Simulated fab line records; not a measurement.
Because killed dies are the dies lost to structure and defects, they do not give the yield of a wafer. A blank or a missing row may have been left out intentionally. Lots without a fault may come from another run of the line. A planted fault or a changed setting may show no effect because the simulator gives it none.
Chamber matching / flow n5_finfet / N5_BEOL_M0_SAQP_ILD_DEP_01 on pecvd-02 has 3 sister chambers
The step deposits SiOC from DEMS/O2, target thk 45.419 nm, time 8.7 s. 14 wafers are shown with their chamber, then 7 later ones without.

## WAFERS WITH THEIR CHAMBER
wafer=L076.2; chamber=1; throttle_valve_pct (%)=11.9; heater_power_w (W)=479; showerhead_plenum_p_Torr (Torr)=5.701
wafer=L076.3; chamber=2; throttle_valve_pct (%)=13.0; heater_power_w (W)=679; showerhead_plenum_p_Torr (Torr)=5.665
wafer=L076.6; chamber=2; throttle_valve_pct (%)=12.7; heater_power_w (W)=671; showerhead_plenum_p_Torr (Torr)=5.671
wafer=L078.1; chamber=0; throttle_valve_pct (%)=11.0; heater_power_w (W)=565; showerhead_plenum_p_Torr (Torr)=5.654
wafer=L078.3; chamber=2; throttle_valve_pct (%)=12.8; heater_power_w (W)=665; showerhead_plenum_p_Torr (Torr)=5.683
wafer=L078.6; chamber=1; throttle_valve_pct (%)=12.1; heater_power_w (W)=485; showerhead_plenum_p_Torr (Torr)=5.711
wafer=L079.2; chamber=0; throttle_valve_pct (%)=11.1; heater_power_w (W)=559; showerhead_plenum_p_Torr (Torr)=5.661
wafer=L079.3; chamber=2; throttle_valve_pct (%)=13.0; heater_power_w (W)=725; showerhead_plenum_p_Torr (Torr)=5.680
wafer=L079.5; chamber=2; throttle_valve_pct (%)=12.9; heater_power_w (W)=714; showerhead_plenum_p_Torr (Torr)=5.680
wafer=L087.1; chamber=2; throttle_valve_pct (%)=12.8; heater_power_w (W)=617; showerhead_plenum_p_Torr (Torr)=5.683
wafer=L087.4; chamber=0; throttle_valve_pct (%)=11.0; heater_power_w (W)=598; showerhead_plenum_p_Torr (Torr)=5.670
wafer=L087.5; chamber=2; throttle_valve_pct (%)=13.0; heater_power_w (W)=622; showerhead_plenum_p_Torr (Torr)=5.678
wafer=L088.3; chamber=2; throttle_valve_pct (%)=13.1; heater_power_w (W)=687; showerhead_plenum_p_Torr (Torr)=5.680
wafer=L088.5; chamber=1; throttle_valve_pct (%)=12.2; heater_power_w (W)=416; showerhead_plenum_p_Torr (Torr)=5.695

SIGNATURES (averages over the wafers above)
reading=throttle_valve_pct; chamber 0=11.033; chamber 1=12.067; chamber 2=12.912; scatter within a chamber=0.129
reading=heater_power_w; chamber 0=574.00; chamber 1=460.00; chamber 2=672.50; scatter within a chamber=36
reading=showerhead_plenum_p_Torr; chamber 0=5.66167; chamber 1=5.70233; chamber 2=5.67750; scatter within a chamber=0.00699
Rule: a wafer's distance from a chamber is the root of the sum, over the readings, of the square of ((its reading less the chamber's mean) divided by the reading's scatter). The wafer belongs to the nearest chamber; if the next one is less than 2 further off, it can't be placed. How the scatter is found: for the shown wafers, subtract from each reading the mean of its chamber, square and add these, divide the total by (wafers less chambers), then take the root.

## WAFERS WITH NO CHAMBER GIVEN
wafer=L088.6; throttle_valve_pct (%)=12.8; heater_power_w (W)=672; showerhead_plenum_p_Torr (Torr)=5.670
wafer=L096.3; throttle_valve_pct (%)=11.5; heater_power_w (W)=610; showerhead_plenum_p_Torr (Torr)=5.661
wafer=L096.4; throttle_valve_pct (%)=12.5; heater_power_w (W)=390; showerhead_plenum_p_Torr (Torr)=5.692
wafer=L096.5; throttle_valve_pct (%)=11.3; heater_power_w (W)=621; showerhead_plenum_p_Torr (Torr)=5.666
wafer=L097.1; throttle_valve_pct (%)=11.2; heater_power_w (W)=485; showerhead_plenum_p_Torr (Torr)=5.666
wafer=L097.3; throttle_valve_pct (%)=12.1; heater_power_w (W)=400; showerhead_plenum_p_Torr (Torr)=5.715
wafer=L097.4; throttle_valve_pct (%)=11.0; heater_power_w (W)=496; showerhead_plenum_p_Torr (Torr)=5.645

## CHAMBER TAKEN BY EACH
wafer=L088.6; from the rows above=2; in truth=2
wafer=L096.3; from the rows above=0; in truth=0
wafer=L096.4; from the rows above=1; in truth=1
wafer=L096.5; from the rows above=0; in truth=0
wafer=L097.1; from the rows above=0; in truth=0
wafer=L097.3; from the rows above=1; in truth=1
wafer=L097.4; from the rows above=0; in truth=0
Correct placement for 7 of the 7. Can't be placed from these rows: 0. Placed wrongly: 0.
